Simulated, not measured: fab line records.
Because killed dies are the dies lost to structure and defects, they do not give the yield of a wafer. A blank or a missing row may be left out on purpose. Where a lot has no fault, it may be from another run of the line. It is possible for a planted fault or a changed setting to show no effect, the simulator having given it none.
Which of the tools did it? | flow n5 finfet | 26 wafers from 9 lots sampled at 5 of the route's 1938 steps

## WHAT THE GAUGES READ, wafer by wafer
N5_BEOL_M4_RC_MEAS_101.
lot  | measured     | on        | DIBL_N (mV/V)
L140 | day 8 12:22  | prober-01 | 34.7 36.7 33.9
L149 | day 10 17:22 | prober-01 | 34.2 34.1 37.7
L150 | day 11 04:19 | prober-02 | 35.8 38.2 35.3
L158 | day 12 21:49 | prober-01 | 35.9 34.4 36.0
L157 | day 13 13:41 | prober-02 | 36.5 40.5 36.9
L162 | day 13 20:39 | prober-01 | 40.1 36.2 37.9
L160 | day 13 18:57 | prober-02 | 36.2 33.7 39.4
L161 | day 13 21:25 | prober-01 | 36.4 39.7 34.3
L163 | day 14 06:51 | prober-02 | 37.1 34.0

## EACH LOT AND THE TOOL THAT RAN IT (in order: tool; ch and the chambers of the sampled wafers; start)
lot  | N5_BEOL_M4_HM_OPEN_17             | N5_BEOL_M4_VIA_ETCH_34             | N5_BEOL_M4_STRIP_36                | N5_BEOL_M4_ETCH_41
L140 | rie metal-03 ch 0,1, day 7 18:13  | rie diel-02 ch 0,1,3, day 8 07:40  | rie diel-02 ch 0,1,3, day 8 07:43  | rie diel-02 ch 0,1,3, day 8 12:22 or earlier
L149 | rie metal-01 ch 0, day 9 23:44    | rie diel-02 ch 1,3, day 10 12:57   | rie diel-02 ch 1,3, day 10 13:02   | rie diel-02 ch 1,3, day 10 17:22 or earlier
L150 | rie metal-02 ch 0,1, day 10 14:16 | rie diel-02 ch 1,2,3, day 10 23:59 | rie diel-02 ch 1,2,3, day 11 00:02 | rie diel-02 ch 1,2,3, day 11 04:19 or earlier
L158 | rie metal-03 ch 0,1, day 12 12:58 | rie diel-01 ch 0,2,3, day 12 17:14 | rie diel-01 ch 0,2,3, day 12 17:17 | rie diel-01 ch 0,2,3, day 12 21:49 or earlier
L157 | rie metal-02 ch 0,1, day 12 16:57 | rie diel-02 ch 0,1,2, day 13 07:22 | rie diel-02 ch 0,1,2, day 13 07:25 | rie diel-02 ch 0,1,2, day 13 13:41 or earlier
L162 | rie metal-01 ch 0,1, day 13 08:20 | rie diel-05 ch 0,2,3, day 13 15:43 | rie diel-05 ch 0,2,3, day 13 15:47 | rie diel-05 ch 0,2,3, day 13 20:39 or earlier
L160 | rie metal-03 ch 0,1, day 13 09:29 | rie diel-01 ch 0,3, day 13 13:28   | rie diel-01 ch 0,3, day 13 13:32   | rie diel-01 ch 0,3, day 13 18:57 or earlier
L161 | rie metal-02 ch 0,1, day 13 10:05 | rie diel-02 ch 1,2, day 13 16:08   | rie diel-02 ch 1,2, day 13 16:11   | rie diel-02 ch 1,2, day 13 21:25 or earlier
L163 | rie metal-02 ch 0,1, day 13 18:41 | rie diel-02 ch 0,3, day 14 02:16   | rie diel-02 ch 0,3, day 14 02:20   | rie diel-02 ch 0,3, day 14 06:51 or earlier
- N5_BEOL_M4_HM_OPEN_17: chemistry Cl2/BCl3, target TiN, target depth 20 nm, overetch 6 nm.
- N5_BEOL_M4_VIA_ETCH_34: etches the open film in C4F6/O2, target depth 69.4 nm, time 65.9 s.
- N5_BEOL_M4_STRIP_36: strips in N2/H2.
- N5_BEOL_M4_ETCH_41: etches SiCN in CH3F/O2, target depth 29.9 nm, time 52.5 s.

## THE ANSWER, worked out from the rows above alone
Rule: what is usual is taken from the lots themselves. The widest of any qualifying gaps counts: lots, ordered by their means at a reading, are off when they make up no more than a third of the lots, leave a main group of 4 or more, and stand apart from it by 3 or more times the standard deviation of that group's means. Not used: any main group whose means are identical at the precision the tables above print for the reading. Also off: a lot with no number at a reading for which 4 or more lots have one. Any other lot the step has rows for is counted as sound.
No lot is off on any of the readings shown, so nothing can be concluded from this.

## WHAT THE SIMULATOR HAD PUT IN
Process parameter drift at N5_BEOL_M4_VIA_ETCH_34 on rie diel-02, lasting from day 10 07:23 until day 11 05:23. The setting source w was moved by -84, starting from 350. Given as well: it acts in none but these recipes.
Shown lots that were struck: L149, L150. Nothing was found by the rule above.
